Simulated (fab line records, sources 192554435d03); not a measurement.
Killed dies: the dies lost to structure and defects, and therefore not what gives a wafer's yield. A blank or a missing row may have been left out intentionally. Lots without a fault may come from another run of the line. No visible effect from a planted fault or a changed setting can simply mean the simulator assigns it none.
What tool caused it? :: flow n5_finfet :: 31 wafers from 11 lots sampled at 3 of the route's 1938 steps

WHAT THE GAUGES SHOWED, per wafer
N5_PMOS_HMC_CHANNEL_EPI_CD_MEAS_09 targets a cd of 237.4 nm.
lot: L994
measured: day 2 00:02
on: cd_sem-02
cd_nm (nm): 239.9 238.6 238.8

lot: L995
measured: day 2 05:01
on: cd_sem-03
cd_nm (nm): 238.8 237.9 238.0

lot: L996
measured: day 2 11:45
on: cd_sem-03
cd_nm (nm): 238.6 239.4 239.6

lot: L997
measured: day 2 17:16
on: cd_sem-01
cd_nm (nm): 237.9 238.5

lot: L102
measured: day 4 01:38
on: cd_sem-01
cd_nm (nm): 239.9 238.0 237.8

lot: L103
measured: day 4 05:20
on: cd_sem-03
cd_nm (nm): 238.6 237.7 237.9

lot: L104
measured: day 4 11:26
on: cd_sem-01
cd_nm (nm): 237.9 237.2 239.3

lot: L105
measured: day 4 17:02
on: cd_sem-03
cd_nm (nm): 239.3 238.6

lot: L106
measured: day 4 23:13
on: cd_sem-03
cd_nm (nm): 237.1 237.8 237.9

lot: L107
measured: day 5 05:52
on: cd_sem-03
cd_nm (nm): 240.1 237.7 238.3

lot: L116
measured: day 7 11:25
on: cd_sem-02
cd_nm (nm): 395.7 273.2 355.3

WHAT TOOL EACH LOT RAN ON (gives the tool, then ch and the chambers of the sampled wafers, and finally the start)
lot: L994
N5_PMOS_HMC_CHANNEL_EPI_HM_DEP_34: pecvd-02 ch 0,1, day 1 23:46
N5_PMOS_HMC_CHANNEL_EPI_EXPOSE_06: arfi_scanner-02 ch 0, day 1 23:55

lot: L995
N5_PMOS_HMC_CHANNEL_EPI_HM_DEP_34: pecvd-01 ch 0,2, day 2 04:37
N5_PMOS_HMC_CHANNEL_EPI_EXPOSE_06: arfi_scanner-03 ch 0, day 2 04:53

lot: L996
N5_PMOS_HMC_CHANNEL_EPI_HM_DEP_34: pecvd-04 ch 0,1,2, day 2 11:21
N5_PMOS_HMC_CHANNEL_EPI_EXPOSE_06: arfi_scanner-02 ch 0, day 2 11:38

lot: L997
N5_PMOS_HMC_CHANNEL_EPI_HM_DEP_34: pecvd-02 ch 1,2, day 2 16:51
N5_PMOS_HMC_CHANNEL_EPI_EXPOSE_06: arfi_scanner-03 ch 0, day 2 17:08

lot: L102
N5_PMOS_HMC_CHANNEL_EPI_HM_DEP_34: pecvd-02 ch 1,2, day 4 01:21
N5_PMOS_HMC_CHANNEL_EPI_EXPOSE_06: arfi_scanner-03 ch 0, day 4 01:31

lot: L103
N5_PMOS_HMC_CHANNEL_EPI_HM_DEP_34: pecvd-02 ch 0,1,2, day 4 05:04
N5_PMOS_HMC_CHANNEL_EPI_EXPOSE_06: arfi_scanner-03 ch 0, day 4 05:13

lot: L104
N5_PMOS_HMC_CHANNEL_EPI_HM_DEP_34: pecvd-04 ch 0,1,2, day 4 11:02
N5_PMOS_HMC_CHANNEL_EPI_EXPOSE_06: arfi_scanner-01 ch 0, day 4 11:19

lot: L105
N5_PMOS_HMC_CHANNEL_EPI_HM_DEP_34: pecvd-02 ch 1, day 4 16:44
N5_PMOS_HMC_CHANNEL_EPI_EXPOSE_06: arfi_scanner-01 ch 0, day 4 16:55

lot: L106
N5_PMOS_HMC_CHANNEL_EPI_HM_DEP_34: pecvd-04 ch 0,2, day 4 22:49
N5_PMOS_HMC_CHANNEL_EPI_EXPOSE_06: arfi_scanner-03 ch 0, day 4 23:07

lot: L107
N5_PMOS_HMC_CHANNEL_EPI_HM_DEP_34: pecvd-01 ch 1,2, day 5 05:28
N5_PMOS_HMC_CHANNEL_EPI_EXPOSE_06: arfi_scanner-01 ch 0, day 5 05:44

lot: L116
N5_PMOS_HMC_CHANNEL_EPI_HM_DEP_34: pecvd-02 ch 0,1, day 7 11:08
N5_PMOS_HMC_CHANNEL_EPI_EXPOSE_06: arfi_scanner-01 ch 0, day 7 11:18
- N5_PMOS_HMC_CHANNEL_EPI_HM_DEP_34: deposits SiO2 from TEOS/O2, target thk 36 nm, time 6.9 s.
- N5_PMOS_HMC_CHANNEL_EPI_EXPOSE_06: exposes mask PMOS HMC BLK, target cd 240 nm.

THE ANSWER, worked out from the rows above alone
Rule: what is usual is taken from the lots themselves. The widest of any qualifying gaps counts: lots, ordered by their means at a reading, are off when they make up no more than a third of the lots, leave a main group of 4 or more, and stand apart from it by 3 or more times the standard deviation of that group's means. If all means in a main group match to the digits the tables above print for the reading, that group is not used. Also off: a lot with no number at a reading for which 4 or more lots have one. The other lots that the step has rows for count as sound.
Off, at N5_PMOS_HMC_CHANNEL_EPI_CD_MEAS_09 on cd_nm: L116. Mean 238.5 nm and standard deviation 0.49 in the main group.
If a tool, at a process step before that reading, ran all the lots that are off and no sound lot after the first of them, it fits. Those tools and the gauges at N5_PMOS_HMC_CHANNEL_EPI_CD_MEAS_09 are tried in the same way. Can't be told from this: 3 tools fit, pecvd-02 at N5_PMOS_HMC_CHANNEL_EPI_HM_DEP_34, arfi_scanner-01 at N5_PMOS_HMC_CHANNEL_EPI_EXPOSE_06, cd_sem-02 at N5_PMOS_HMC_CHANNEL_EPI_CD_MEAS_09.

WHAT THE SIMULATOR PUT IN
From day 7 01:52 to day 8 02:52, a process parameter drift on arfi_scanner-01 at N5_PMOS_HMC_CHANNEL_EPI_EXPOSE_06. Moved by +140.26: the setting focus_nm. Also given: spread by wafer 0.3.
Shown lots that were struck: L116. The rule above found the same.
